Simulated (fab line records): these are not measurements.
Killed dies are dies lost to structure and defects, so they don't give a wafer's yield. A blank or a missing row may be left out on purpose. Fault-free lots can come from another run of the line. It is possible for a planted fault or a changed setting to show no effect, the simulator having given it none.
fab line records / flow nand_harc
[record] lots = 5 wafers = 15 last_day = 25
route steps=1159 shown A_STAIRCASE@607 END@1159
lots that met no fault: taken from a fault-free run of the same line
start_h: hours from the record's first day to the start of the lot's first wafer shown / wait_h: hours elapsed since this lot's preceding step / " as in the row above / L1.1+2: one row covering several wafers at once / - no value present, or no start provided / * or withheld: withheld / < > ~ a bound
route shown NAME@n: a module of which the file shows steps, and the number in the route of the first / usual: mean/standard deviation taken from wafers without a fault / same: alike in all rows / chamber/n: place in a boat / sites: per-site readings / _std_site: the values' standard deviation / _edge_site: outer sites' mean less inner sites' / radius_mm: for every site, how far away it sits from the centre of the wafer / mask NAME#n: copy n / behind: the tool/chamber that last shaped the wafer / hold: what put the lot on hold/how long, in hours/how the hold closed / device: names the non-switching transistor (n, p or np) / end of line: the same wafers' tests at the end of the route / where a step has no rows: the recipe by itself / killed: the dies lost at the first sort to structure and to defects; this is not the yield of the wafer / map: dies across one wafer; x = killed, . = not, _ = none there
set.NAME: the setting that was run; set.NAME@STEP: the one run at that earlier step / model.NAME: the simulator's own value behind a step, which no gauge read
certain route steps with their lots: each step a table, each wafer a row
services: a tool's chamber out of use, with start hour (start_h, from the record's first day; less than 0 if before it), hours out, and reason
[[steps]]
[step NHARC_A_STAIRCASE_EBR_213]
[step NHARC_A_STAIRCASE_EXPOSE_214]
[recipe] na = 0.5 dose_mj = 31.26 mask_id = STAIR_3
[step NHARC_A_STAIRCASE_PEB_215]
[recipe] peb_temp_c = 115 peb_time_s = 130
[step NHARC_A_STAIRCASE_DEVELOP_216]
[recipe] time_s = 140
[step NHARC_A_STAIRCASE_HARDBAKE_218]
[recipe] temp_c = 120 time_s = 140
[step NHARC_A_STAIRCASE_DESCUM_219]
[recipe] time_s = 3 o2_flow_sccm = 200 ar_flow_sccm = 0 bias_power_w = 0 chemistry = O2
[usual] drypump_motor_current_A = 5.8/0.36 oes_product_au = 1.000/0.01 rf_vpp_V = 57.8/0.88 showerhead_plenum_p_Torr = 1.91/0.079 throttle_valve_pct = 11.311/0.0091
[same] bias_power_w = 0
lot.wafer=L478.4 tool=rie_diel-03 chamber=2 start_h=250.40 wait_h=- drypump_motor_current_A=5.9 oes_product_au=1.006 rf_hours_counter_h=8 rf_vpp_V=59.4 showerhead_plenum_p_Torr=2.00 throttle_valve_pct=11.310
lot.wafer=L478.3 tool=rie_diel-03 chamber=3 start_h=250.40 wait_h=- drypump_motor_current_A=5.7 oes_product_au=0.981 rf_hours_counter_h=10 rf_vpp_V=56.5 showerhead_plenum_p_Torr=1.84 throttle_valve_pct=11.303
lot.wafer=L478.5 tool=rie_diel-03 chamber=2 start_h=250.40 wait_h=- drypump_motor_current_A=5.9 oes_product_au=0.986 rf_hours_counter_h=- rf_vpp_V=57.5 showerhead_plenum_p_Torr=2.00 throttle_valve_pct=11.314
lot.wafer=L479.2 tool=rie_diel-11 chamber=2 start_h=251.23 wait_h=- drypump_motor_current_A=5.4 oes_product_au=1.002 rf_hours_counter_h=21 rf_vpp_V=57.2 showerhead_plenum_p_Torr=2.00 throttle_valve_pct=11.304
lot.wafer=L479.3 tool=rie_diel-11 chamber=3 start_h=251.23 wait_h=- drypump_motor_current_A=5.5 oes_product_au=0.989 rf_hours_counter_h=20 rf_vpp_V=57.8 showerhead_plenum_p_Torr=1.95 throttle_valve_pct=11.325
lot.wafer=L479.1 tool=rie_diel-11 chamber=0 start_h=251.23 wait_h=- drypump_motor_current_A=6.1 oes_product_au=0.987 rf_hours_counter_h=12 rf_vpp_V=58.1 showerhead_plenum_p_Torr=1.94 throttle_valve_pct=11.313
lot.wafer=L491.3 tool=rie_diel-03 chamber=3 start_h=343.24 wait_h=- drypump_motor_current_A=5.7 oes_product_au=0.985 rf_hours_counter_h=46 rf_vpp_V=57.8 showerhead_plenum_p_Torr=1.82 throttle_valve_pct=11.306
lot.wafer=L491.5 tool=rie_diel-03 chamber=1 start_h=343.24 wait_h=- drypump_motor_current_A=5.7 oes_product_au=1.000 rf_hours_counter_h=- rf_vpp_V=58.0 showerhead_plenum_p_Torr=1.92 throttle_valve_pct=11.318
lot.wafer=L491.6 tool=rie_diel-03 chamber=2 start_h=343.24 wait_h=- drypump_motor_current_A=5.9 oes_product_au=0.994 rf_hours_counter_h=- rf_vpp_V=58.2 showerhead_plenum_p_Torr=1.98 throttle_valve_pct=11.306
lot.wafer=L500.3 tool=rie_diel-11 chamber=2 start_h=382.44 wait_h=- drypump_motor_current_A=5.4 oes_product_au=1.004 rf_hours_counter_h=2 rf_vpp_V=57.9 showerhead_plenum_p_Torr=1.99 throttle_valve_pct=11.323
lot.wafer=L500.5 tool=rie_diel-11 chamber=1 start_h=382.44 wait_h=- drypump_motor_current_A=5.8 oes_product_au=1.003 rf_hours_counter_h=- rf_vpp_V=58.0 showerhead_plenum_p_Torr=1.92 throttle_valve_pct=11.309
lot.wafer=L500.6 tool=rie_diel-11 chamber=2 start_h=382.44 wait_h=- drypump_motor_current_A=5.4 oes_product_au=1.009 rf_hours_counter_h=- rf_vpp_V=58.1 showerhead_plenum_p_Torr=1.99 throttle_valve_pct=11.320
lot.wafer=L501.3 tool=rie_diel-02 chamber=0 start_h=389.79 wait_h=- drypump_motor_current_A=6.3 oes_product_au=0.986 rf_hours_counter_h=18 rf_vpp_V=58.3 showerhead_plenum_p_Torr=1.85 throttle_valve_pct=11.307
lot.wafer=L501.5 tool=rie_diel-02 chamber=2 start_h=389.79 wait_h=- drypump_motor_current_A=5.7 oes_product_au=1.010 rf_hours_counter_h=- rf_vpp_V=58.0 showerhead_plenum_p_Torr=1.85 throttle_valve_pct=11.320
lot.wafer=L501.6 tool=rie_diel-02 chamber=3 start_h=389.79 wait_h=- drypump_motor_current_A=6.4 oes_product_au=1.006 rf_hours_counter_h=- rf_vpp_V=59.5 showerhead_plenum_p_Torr=2.07 throttle_valve_pct=11.295
[step NHARC_A_STAIRCASE_TRIM_220]
[recipe] time_s = 211.2 o2_flow_sccm = 500 ar_flow_sccm = 0 bias_w = 0 chemistry = O2
[step NHARC_A_STAIRCASE_ETCH_221]
[recipe] target_depth_a = 1000 time_s = 40.5 ion_energy_ev = 400 c4f8_flow_sccm = 20 o2_flow_sccm = 10 ar_flow_sccm = withheld rf_w = 600 bias_w = 1000 chemistry = C4F8/O2
[usual] oes_product_au = 0.935/0.012 rf_vpp_V = 896/4.9 run_length_s = 61.8/0.39
lot.wafer=L478.4 tool=rie_diel-03 chamber=2 start_h=- wait_h=- oes_product_au=0.938 rf_hours_counter_h=8 rf_vpp_V=901 run_length_s=62.0
lot.wafer=L478.3 tool=rie_diel-03 chamber=3 start_h=- wait_h=- oes_product_au=0.933 rf_hours_counter_h=10 rf_vpp_V=892 run_length_s=61.6
lot.wafer=L478.5 tool=rie_diel-03 chamber=2 start_h=- wait_h=- oes_product_au=0.942 rf_hours_counter_h=- rf_vpp_V=901 run_length_s=61.9
lot.wafer=L479.2 tool=rie_diel-11 chamber=3 start_h=- wait_h=- oes_product_au=0.932 rf_hours_counter_h=21 rf_vpp_V=898 run_length_s=61.5
lot.wafer=L479.3 tool=rie_diel-11 chamber=0 start_h=- wait_h=- oes_product_au=0.929 rf_hours_counter_h=13 rf_vpp_V=897 run_length_s=62.5
lot.wafer=L479.1 tool=rie_diel-11 chamber=1 start_h=- wait_h=- oes_product_au=0.920 rf_hours_counter_h=21 rf_vpp_V=897 run_length_s=61.7
lot.wafer=L491.3 tool=rie_diel-03 chamber=2 start_h=- wait_h=- oes_product_au=0.914 rf_hours_counter_h=42 rf_vpp_V=899 run_length_s=61.7
lot.wafer=L491.6 tool=rie_diel-03 chamber=0 start_h=- wait_h=- oes_product_au=0.950 rf_hours_counter_h=- rf_vpp_V=897 run_length_s=61.2
lot.wafer=L491.5 tool=rie_diel-03 chamber=1 start_h=- wait_h=- oes_product_au=0.933 rf_hours_counter_h=- rf_vpp_V=898 run_length_s=61.5
lot.wafer=L500.3 tool=rie_diel-11 chamber=2 start_h=- wait_h=- oes_product_au=0.943 rf_hours_counter_h=3 rf_vpp_V=901 run_length_s=61.7
lot.wafer=L500.6 tool=rie_diel-11 chamber=3 start_h=- wait_h=- oes_product_au=0.942 rf_hours_counter_h=- rf_vpp_V=896 run_length_s=62.0
lot.wafer=L500.5 tool=rie_diel-11 chamber=0 start_h=- wait_h=- oes_product_au=0.957 rf_hours_counter_h=- rf_vpp_V=896 run_length_s=62.6
lot.wafer=L501.3 tool=rie_diel-02 chamber=1 start_h=- wait_h=- oes_product_au=0.950 rf_hours_counter_h=19 rf_vpp_V=906 run_length_s=61.6
lot.wafer=L501.6 tool=rie_diel-02 chamber=2 start_h=- wait_h=- oes_product_au=0.946 rf_hours_counter_h=- rf_vpp_V=892 run_length_s=61.7
lot.wafer=L501.5 tool=rie_diel-02 chamber=3 start_h=- wait_h=- oes_product_au=0.936 rf_hours_counter_h=- rf_vpp_V=906 run_length_s=62.3
[step NHARC_A_STAIRCASE_TRIM_222]
[recipe] time_s = 211.2 o2_flow_sccm = 500 ar_flow_sccm = 0 bias_w = 0 chemistry = O2
[usual] drypump_motor_current_A = 5.8/0.36 oes_product_au = 1.000/0.0095 rf_vpp_V = 57.8/0.92 showerhead_plenum_p_Torr = 3.53/0.14 throttle_valve_pct = 17.037/0.0094
lot.wafer=L478.4 tool=rie_diel-03 chamber=3 start_h=- wait_h=- drypump_motor_current_A=5.7 oes_product_au=0.996 rf_hours_counter_h=11 rf_vpp_V=56.8 showerhead_plenum_p_Torr=3.39 throttle_valve_pct=17.037
lot.wafer=L478.3 tool=rie_diel-03 chamber=2 start_h=- wait_h=- drypump_motor_current_A=5.9 oes_product_au=1.004 rf_hours_counter_h=8 rf_vpp_V=57.2 showerhead_plenum_p_Torr=3.67 throttle_valve_pct=17.033
lot.wafer=L478.5 tool=rie_diel-03 chamber=3 start_h=- wait_h=- drypump_motor_current_A=5.7 oes_product_au=0.997 rf_hours_counter_h=- rf_vpp_V=55.8 showerhead_plenum_p_Torr=3.39 throttle_valve_pct=17.044
lot.wafer=L479.2 tool=rie_diel-11 chamber=3 start_h=- wait_h=- drypump_motor_current_A=5.5 oes_product_au=1.002 rf_hours_counter_h=21 rf_vpp_V=58.4 showerhead_plenum_p_Torr=3.59 throttle_valve_pct=17.022
lot.wafer=L479.1 tool=rie_diel-11 chamber=0 start_h=- wait_h=- drypump_motor_current_A=6.1 oes_product_au=1.000 rf_hours_counter_h=13 rf_vpp_V=58.3 showerhead_plenum_p_Torr=3.57 throttle_valve_pct=17.042
lot.wafer=L479.3 tool=rie_diel-11 chamber=1 start_h=- wait_h=- drypump_motor_current_A=5.8 oes_product_au=0.993 rf_hours_counter_h=21 rf_vpp_V=57.4 showerhead_plenum_p_Torr=3.57 throttle_valve_pct=17.043
lot.wafer=L491.3 tool=rie_diel-03 chamber=0 start_h=- wait_h=- drypump_motor_current_A=5.9 oes_product_au=0.994 rf_hours_counter_h=42 rf_vpp_V=58.1 showerhead_plenum_p_Torr=3.51 throttle_valve_pct=17.036
lot.wafer=L491.6 tool=rie_diel-03 chamber=3 start_h=- wait_h=- drypump_motor_current_A=5.7 oes_product_au=0.987 rf_hours_counter_h=- rf_vpp_V=57.0 showerhead_plenum_p_Torr=3.38 throttle_valve_pct=17.010
lot.wafer=L491.5 tool=rie_diel-03 chamber=0 start_h=- wait_h=- drypump_motor_current_A=5.9 oes_product_au=0.992 rf_hours_counter_h=- rf_vpp_V=56.5 showerhead_plenum_p_Torr=3.51 throttle_valve_pct=17.038
lot.wafer=L500.3 tool=rie_diel-11 chamber=1 start_h=- wait_h=- drypump_motor_current_A=5.8 oes_product_au=0.998 rf_hours_counter_h=3 rf_vpp_V=57.9 showerhead_plenum_p_Torr=3.55 throttle_valve_pct=17.039
lot.wafer=L500.6 tool=rie_diel-11 chamber=2 start_h=- wait_h=- drypump_motor_current_A=5.4 oes_product_au=1.002 rf_hours_counter_h=- rf_vpp_V=59.3 showerhead_plenum_p_Torr=3.66 throttle_valve_pct=17.036
lot.wafer=L500.5 tool=rie_diel-11 chamber=3 start_h=- wait_h=- drypump_motor_current_A=5.5 oes_product_au=0.990 rf_hours_counter_h=- rf_vpp_V=57.4 showerhead_plenum_p_Torr=3.56 throttle_valve_pct=17.048
lot.wafer=L501.3 tool=rie_diel-02 chamber=3 start_h=- wait_h=- drypump_motor_current_A=6.5 oes_product_au=1.010 rf_hours_counter_h=17 rf_vpp_V=58.2 showerhead_plenum_p_Torr=3.80 throttle_valve_pct=17.042
lot.wafer=L501.5 tool=rie_diel-02 chamber=2 start_h=- wait_h=- drypump_motor_current_A=5.7 oes_product_au=1.012 rf_hours_counter_h=- rf_vpp_V=58.2 showerhead_plenum_p_Torr=3.42 throttle_valve_pct=17.032
lot.wafer=L501.6 tool=rie_diel-02 chamber=3 start_h=- wait_h=- drypump_motor_current_A=6.5 oes_product_au=1.000 rf_hours_counter_h=- rf_vpp_V=58.6 showerhead_plenum_p_Torr=3.80 throttle_valve_pct=17.028
[step NHARC_A_STAIRCASE_ETCH_223]
[recipe] target_depth_a = 1000 time_s = 40.5 ion_energy_ev = 400 c4f8_flow_sccm = 20 o2_flow_sccm = 10 ar_flow_sccm = withheld rf_w = 600 bias_w = 1000 chemistry = C4F8/O2
[step NHARC_A_STAIRCASE_TRIM_224]
[recipe] time_s = 211.2 o2_flow_sccm = 500 ar_flow_sccm = 0 bias_w = 0 chemistry = O2
[usual] drypump_motor_current_A = 5.8/0.35 oes_product_au = 1.002/0.0093 rf_vpp_V = 57.7/0.86 showerhead_plenum_p_Torr = 3.53/0.14 throttle_valve_pct = 17.036/0.0095
lot.wafer=L478.3 tool=rie_diel-03 chamber=2 start_h=- wait_h=- drypump_motor_current_A=5.9 oes_product_au=0.999 rf_hours_counter_h=8 rf_vpp_V=58.4 showerhead_plenum_p_Torr=3.67 throttle_valve_pct=17.036
lot.wafer=L478.4 tool=rie_diel-03 chamber=3 start_h=- wait_h=- drypump_motor_current_A=5.7 oes_product_au=0.994 rf_hours_counter_h=11 rf_vpp_V=58.6 showerhead_plenum_p_Torr=3.39 throttle_valve_pct=17.043
lot.wafer=L478.5 tool=rie_diel-03 chamber=2 start_h=- wait_h=- drypump_motor_current_A=5.9 oes_product_au=0.998 rf_hours_counter_h=- rf_vpp_V=57.6 showerhead_plenum_p_Torr=3.67 throttle_valve_pct=17.043
lot.wafer=L479.2 tool=rie_diel-11 chamber=0 start_h=- wait_h=- drypump_motor_current_A=6.1 oes_product_au=1.004 rf_hours_counter_h=13 rf_vpp_V=57.0 showerhead_plenum_p_Torr=3.57 throttle_valve_pct=17.032
lot.wafer=L479.1 tool=rie_diel-11 chamber=1 start_h=- wait_h=- drypump_motor_current_A=5.8 oes_product_au=1.005 rf_hours_counter_h=21 rf_vpp_V=58.1 showerhead_plenum_p_Torr=3.57 throttle_valve_pct=17.041
lot.wafer=L479.3 tool=rie_diel-11 chamber=3 start_h=- wait_h=- drypump_motor_current_A=5.5 oes_product_au=1.004 rf_hours_counter_h=21 rf_vpp_V=56.8 showerhead_plenum_p_Torr=3.59 throttle_valve_pct=17.029
lot.wafer=L491.3 tool=rie_diel-03 chamber=0 start_h=- wait_h=- drypump_motor_current_A=5.9 oes_product_au=1.003 rf_hours_counter_h=42 rf_vpp_V=57.8 showerhead_plenum_p_Torr=3.51 throttle_valve_pct=17.040
lot.wafer=L491.5 tool=rie_diel-03 chamber=3 start_h=- wait_h=- drypump_motor_current_A=5.7 oes_product_au=0.979 rf_hours_counter_h=- rf_vpp_V=58.1 showerhead_plenum_p_Torr=3.38 throttle_valve_pct=17.044
lot.wafer=L491.6 tool=rie_diel-03 chamber=0 start_h=- wait_h=- drypump_motor_current_A=5.9 oes_product_au=1.008 rf_hours_counter_h=- rf_vpp_V=57.0 showerhead_plenum_p_Torr=3.51 throttle_valve_pct=17.041
lot.wafer=L500.3 tool=rie_diel-11 chamber=1 start_h=- wait_h=- drypump_motor_current_A=5.8 oes_product_au=1.000 rf_hours_counter_h=3 rf_vpp_V=56.7 showerhead_plenum_p_Torr=3.55 throttle_valve_pct=17.048
lot.wafer=L500.6 tool=rie_diel-11 chamber=1 start_h=- wait_h=- drypump_motor_current_A=5.9 oes_product_au=1.005 rf_hours_counter_h=- rf_vpp_V=56.7 showerhead_plenum_p_Torr=3.55 throttle_valve_pct=17.035
lot.wafer=L500.5 tool=rie_diel-11 chamber=2 start_h=- wait_h=- drypump_motor_current_A=5.4 oes_product_au=1.000 rf_hours_counter_h=- rf_vpp_V=58.3 showerhead_plenum_p_Torr=3.66 throttle_valve_pct=17.033
lot.wafer=L501.3 tool=rie_diel-02 chamber=2 start_h=- wait_h=- drypump_motor_current_A=5.7 oes_product_au=1.023 rf_hours_counter_h=19 rf_vpp_V=58.6 showerhead_plenum_p_Torr=3.42 throttle_valve_pct=17.022
lot.wafer=L501.6 tool=rie_diel-02 chamber=2 start_h=- wait_h=- drypump_motor_current_A=5.7 oes_product_au=1.017 rf_hours_counter_h=- rf_vpp_V=57.5 showerhead_plenum_p_Torr=3.42 throttle_valve_pct=17.046
lot.wafer=L501.5 tool=rie_diel-02 chamber=3 start_h=- wait_h=- drypump_motor_current_A=6.5 oes_product_au=0.993 rf_hours_counter_h=- rf_vpp_V=58.3 showerhead_plenum_p_Torr=3.80 throttle_valve_pct=17.048
[step NHARC_A_STAIRCASE_ETCH_225]
[recipe] target_depth_a = 1000 time_s = 40.5 ion_energy_ev = 400 c4f8_flow_sccm = 20 o2_flow_sccm = 10 ar_flow_sccm = withheld rf_w = 600 bias_w = 1000 chemistry = C4F8/O2
[usual] oes_product_au = 0.940/0.012 rf_vpp_V = 896/5 run_length_s = 61.9/0.37
lot.wafer=L478.3 tool=rie_diel-03 chamber=1 start_h=251.20 wait_h=- oes_product_au=0.943 rf_hours_counter_h=10 rf_vpp_V=897 run_length_s=61.8
lot.wafer=L478.4 tool=rie_diel-03 chamber=2 start_h=251.20 wait_h=- oes_product_au=0.934 rf_hours_counter_h=8 rf_vpp_V=902 run_length_s=62.5
lot.wafer=L478.5 tool=rie_diel-03 chamber=3 start_h=251.20 wait_h=- oes_product_au=0.929 rf_hours_counter_h=- rf_vpp_V=892 run_length_s=61.2
lot.wafer=L479.1 tool=rie_diel-11 chamber=2 start_h=251.93 wait_h=- oes_product_au=0.947 rf_hours_counter_h=21 rf_vpp_V=901 run_length_s=62.1
lot.wafer=L479.2 tool=rie_diel-11 chamber=0 start_h=251.93 wait_h=- oes_product_au=0.942 rf_hours_counter_h=13 rf_vpp_V=897 run_length_s=62.5
lot.wafer=L479.3 tool=rie_diel-11 chamber=1 start_h=251.93 wait_h=- oes_product_au=0.932 rf_hours_counter_h=22 rf_vpp_V=897 run_length_s=62.0
lot.wafer=L491.3 tool=rie_diel-03 chamber=0 start_h=344.03 wait_h=- oes_product_au=0.941 rf_hours_counter_h=42 rf_vpp_V=894 run_length_s=51.6
lot.wafer=L491.6 tool=rie_diel-03 chamber=2 start_h=344.03 wait_h=- oes_product_au=0.938 rf_hours_counter_h=- rf_vpp_V=901 run_length_s=61.7
lot.wafer=L491.5 tool=rie_diel-03 chamber=3 start_h=344.03 wait_h=- oes_product_au=0.924 rf_hours_counter_h=- rf_vpp_V=891 run_length_s=61.2
lot.wafer=L500.3 tool=rie_diel-11 chamber=3 start_h=383.18 wait_h=- oes_product_au=0.946 rf_hours_counter_h=2 rf_vpp_V=898 run_length_s=61.7
lot.wafer=L500.5 tool=rie_diel-11 chamber=0 start_h=383.18 wait_h=- oes_product_au=0.954 rf_hours_counter_h=- rf_vpp_V=896 run_length_s=62.2
lot.wafer=L500.6 tool=rie_diel-11 chamber=1 start_h=383.18 wait_h=- oes_product_au=0.951 rf_hours_counter_h=- rf_vpp_V=896 run_length_s=62.0
lot.wafer=L501.3 tool=rie_diel-02 chamber=2 start_h=390.47 wait_h=- oes_product_au=0.943 rf_hours_counter_h=19 rf_vpp_V=891 run_length_s=61.7
lot.wafer=L501.6 tool=rie_diel-02 chamber=2 start_h=390.47 wait_h=- oes_product_au=0.940 rf_hours_counter_h=- rf_vpp_V=894 run_length_s=61.4
lot.wafer=L501.5 tool=rie_diel-02 chamber=3 start_h=390.47 wait_h=- oes_product_au=0.945 rf_hours_counter_h=- rf_vpp_V=908 run_length_s=62.3
[step NHARC_A_STAIRCASE_TRIM_226]
[recipe] time_s = 211.2 o2_flow_sccm = 500 ar_flow_sccm = 0 bias_w = 0 chemistry = O2
[usual] drypump_motor_current_A = 5.8/0.35 oes_product_au = 1.001/0.01 rf_vpp_V = 57.8/0.85 showerhead_plenum_p_Torr = 3.53/0.14 throttle_valve_pct = 17.036/0.0087
lot.wafer=L478.4 tool=rie_diel-03 chamber=2 start_h=- wait_h=- drypump_motor_current_A=5.9 oes_product_au=0.998 rf_hours_counter_h=8 rf_vpp_V=59.1 showerhead_plenum_p_Torr=3.67 throttle_valve_pct=17.036
lot.wafer=L478.3 tool=rie_diel-03 chamber=3 start_h=- wait_h=- drypump_motor_current_A=5.7 oes_product_au=0.987 rf_hours_counter_h=11 rf_vpp_V=56.8 showerhead_plenum_p_Torr=3.39 throttle_valve_pct=17.041
lot.wafer=L478.5 tool=rie_diel-03 chamber=2 start_h=- wait_h=- drypump_motor_current_A=5.9 oes_product_au=0.993 rf_hours_counter_h=- rf_vpp_V=57.8 showerhead_plenum_p_Torr=3.67 throttle_valve_pct=17.028
lot.wafer=L479.1 tool=rie_diel-11 chamber=1 start_h=- wait_h=- drypump_motor_current_A=5.9 oes_product_au=0.986 rf_hours_counter_h=22 rf_vpp_V=58.9 showerhead_plenum_p_Torr=3.57 throttle_valve_pct=17.039
lot.wafer=L479.2 tool=rie_diel-11 chamber=2 start_h=- wait_h=- drypump_motor_current_A=5.4 oes_product_au=1.006 rf_hours_counter_h=21 rf_vpp_V=59.5 showerhead_plenum_p_Torr=3.68 throttle_valve_pct=17.039
lot.wafer=L479.3 tool=rie_diel-11 chamber=0 start_h=- wait_h=- drypump_motor_current_A=6.1 oes_product_au=1.003 rf_hours_counter_h=13 rf_vpp_V=58.1 showerhead_plenum_p_Torr=3.57 throttle_valve_pct=17.034
lot.wafer=L491.3 tool=rie_diel-03 chamber=0 start_h=- wait_h=- drypump_motor_current_A=5.9 oes_product_au=1.005 rf_hours_counter_h=42 rf_vpp_V=57.9 showerhead_plenum_p_Torr=3.51 throttle_valve_pct=17.034
lot.wafer=L491.5 tool=rie_diel-03 chamber=0 start_h=- wait_h=- drypump_motor_current_A=5.9 oes_product_au=1.003 rf_hours_counter_h=- rf_vpp_V=57.2 showerhead_plenum_p_Torr=3.51 throttle_valve_pct=17.023
lot.wafer=L491.6 tool=rie_diel-03 chamber=1 start_h=- wait_h=- drypump_motor_current_A=5.7 oes_product_au=1.010 rf_hours_counter_h=- rf_vpp_V=59.5 showerhead_plenum_p_Torr=3.54 throttle_valve_pct=17.026
lot.wafer=L500.3 tool=rie_diel-11 chamber=2 start_h=- wait_h=- drypump_motor_current_A=5.4 oes_product_au=1.002 rf_hours_counter_h=3 rf_vpp_V=59.4 showerhead_plenum_p_Torr=3.66 throttle_valve_pct=17.018
lot.wafer=L500.6 tool=rie_diel-11 chamber=3 start_h=- wait_h=- drypump_motor_current_A=5.5 oes_product_au=0.997 rf_hours_counter_h=- rf_vpp_V=56.8 showerhead_plenum_p_Torr=3.56 throttle_valve_pct=17.023
lot.wafer=L500.5 tool=rie_diel-11 chamber=0 start_h=- wait_h=- drypump_motor_current_A=6.1 oes_product_au=1.014 rf_hours_counter_h=- rf_vpp_V=57.7 showerhead_plenum_p_Torr=3.55 throttle_valve_pct=17.032
lot.wafer=L501.3 tool=rie_diel-02 chamber=0 start_h=- wait_h=- drypump_motor_current_A=6.3 oes_product_au=0.994 rf_hours_counter_h=18 rf_vpp_V=56.6 showerhead_plenum_p_Torr=3.42 throttle_valve_pct=17.042
lot.wafer=L501.6 tool=rie_diel-02 chamber=2 start_h=- wait_h=- drypump_motor_current_A=5.7 oes_product_au=1.021 rf_hours_counter_h=- rf_vpp_V=58.1 showerhead_plenum_p_Torr=3.42 throttle_valve_pct=17.030
lot.wafer=L501.5 tool=rie_diel-02 chamber=3 start_h=- wait_h=- drypump_motor_current_A=6.5 oes_product_au=0.990 rf_hours_counter_h=- rf_vpp_V=59.3 showerhead_plenum_p_Torr=3.80 throttle_valve_pct=17.042
[step NHARC_END_SORT_01]
[recipe] temp_c = 25
[usual] killed_at_array = 28/11 killed_at_other = 0.5/0.85 killed_at_periphery = 2.7/1.9 killed_dies = 32/12 killed_open = 3.3/1.6 killed_short = 2.1/1.5
[same] gross_dies = 677
lot.wafer=L491.3 tool=prober-01 chamber=0 start_h=550.01 wait_h=3.1 killed_at_array=297 killed_at_other=2 killed_at_periphery=4 killed_dies=303 killed_open=5 killed_short=3
// killed by level:class
L491.3 A_STAIRCASE:area_etch=254 A_CHANNEL_HOLE_D1:chamber_film_flake=19 A_SLIT:chamber_film_flake=14 A_CONTACT:chamber_film_flake=3 P_ZERO_WELL:chamber_film_flake=2 P_CONTACT:geometric_particle:open=1 A_ONON_D1:geometric_particle:open=1 A_ONON_D1:geometric_particle:short=1
// map L491.3 (x killed, . not)
____________.____________
_________.....x._________
_______..........._______
______....x..x.....______
_____....x......xx.._____
____..........x......____
____..x...x.x...xx...____
___x...xx.x..x........___
___...x.xx....x..x....___
__.xx..x.xx.x.xxx......__
__..xx.xxxxxxxxxx......__
_.x.x.xxx.xxxxx...xx...._
_..x..xx.xxx.xxxxxx....._
_.x...xxxx.xxxx.xxxx...._
_.x.xxxxxxxxxxx.xxx.x..._
_..xx..x.xxxxxxxx.x.x..._
x..xxx..xxxxxxxxxxx..x...
.....xxxxxxxxxxx.xxx.x...
....xxxx.xxxx.xxxx.xxx...
...x.xxxxxxxxxxxxxxx.....
.....xxxxxxxxx.xxxx......
_.xxxx.xxxxxxxxxxx.x.x.._
_x..xxxxxx.xxxxxx.x.x..._
_....xx.xxxx.xxxx.xxx..._
_.....xx.xxxx.xx....x..._
_.....xx.xxx.xxxx..x...._
__...x.x.xxxxxxxx......__
__.x..xxx..xxxxxxx.....__
___........x.....xxxx.___
___....x...x.xx.xx....___
____...xx...xxxxxx.x.____
____x.............x..____
_____...x...x..xxxx._____
______...x.....xx.x______
_______......x..x._______
_________......._________
____________.____________
// map L478.3 (x killed, . not)
____________.____________
_________......._________
_______..........._______
______..........x..______
_____..........x...._____
____.........xx......____
____...........x.....____
___.x.................___
___....x..............___
__.....................__
__..........x..........__
_......................._
_......................._
_......x................_
_......................._
_...x..................._
.......x.................
.........................
.........................
.........................
...................x.....
_......................._
_................x......_
_.........x............._
_....x.x.x........x....._
_......................._
__.x...................__
__x.......x............__
___................x..___
___.x.................___
____.......x.........____
____.................____
_____x.............._____
______......x......______
_______..........._______
_________......._________
____________.____________
[[services]]
tool=rie_diel-03 chamber=2 start_h=233.58 hours=4.2 kind=repair
tool=rie_diel-03 chamber=0 start_h=248.90 hours=- kind=clean
tool=rie_diel-03 chamber=1 start_h=248.90 hours=- kind=clean
tool=rie_diel-03 chamber=2 start_h=248.90 hours=- kind=clean
tool=rie_diel-03 chamber=3 start_h=248.90 hours=- kind=clean
tool=rie_diel-11 chamber=0 start_h=250.85 hours=- kind=clean
tool=rie_diel-11 chamber=1 start_h=250.85 hours=- kind=clean
tool=rie_diel-11 chamber=2 start_h=250.85 hours=- kind=clean
tool=rie_diel-11 chamber=3 start_h=250.85 hours=- kind=clean
tool=rie_diel-03 chamber=0 start_h=259.93 hours=7.7 kind=repair
tool=rie_diel-03 chamber=1 start_h=267.17 hours=12.7 kind=repair
tool=rie_diel-11 chamber=- start_h=272.47 hours=0.4 kind=repair
tool=rie_diel-03 chamber=0 start_h=273.40 hours=- kind=clean
tool=rie_diel-03 chamber=2 start_h=273.40 hours=- kind=clean
tool=rie_diel-03 chamber=3 start_h=273.40 hours=- kind=clean
tool=rie_diel-11 chamber=0 start_h=275.35 hours=- kind=clean
tool=rie_diel-11 chamber=1 start_h=275.35 hours=- kind=clean
tool=rie_diel-11 chamber=2 start_h=275.35 hours=- kind=clean
tool=rie_diel-11 chamber=3 start_h=275.35 hours=- kind=clean
tool=rie_diel-03 chamber=0 start_h=297.90 hours=- kind=clean
tool=rie_diel-02 chamber=- start_h=328.06 hours=9.0 kind=pm
tool=rie_diel-11 chamber=- start_h=339.93 hours=0.7 kind=repair
tool=rie_diel-03 chamber=1 start_h=362.93 hours=8.5 kind=repair
tool=rie_diel-11 chamber=- start_h=368.53 hours=9.0 kind=pm
[[key]]
[first_sign] step = NHARC_A_STAIRCASE_ETCH_225 reading = run_length_s direction = down sigmas = 27 usual = * struck = *
[effect] step = NHARC_END_SORT_01 reading = killed_at_array direction = up sigmas = 24 usual = 28 struck = 297
[more_kills_born_at] NHARC_A_STAIRCASE_ETCH_225@rie_diel-03 = 254
met_at NHARC_A_STAIRCASE_ETCH_225
struck_wafers L491.3
tester_left_out L491
onset_between 251.20 344.03
[fault] kind = process_parameter_drift tool = rie_diel-03 chamber = - onset_h = 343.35 steps = NHARC_A_STAIRCASE_ETCH_225 channel = time_s offset = * shape = step end_h = 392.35 scope = struck_wafers_only acts_in = * stated = *
// tester_left_out: of these lots the tester's yield and bins aren't shown, on N5 and GAA mostly nor the transistor test; their killed dies are dies lost to structure and defects alone, not to doping, threshold or leakage, so they don't give the yield
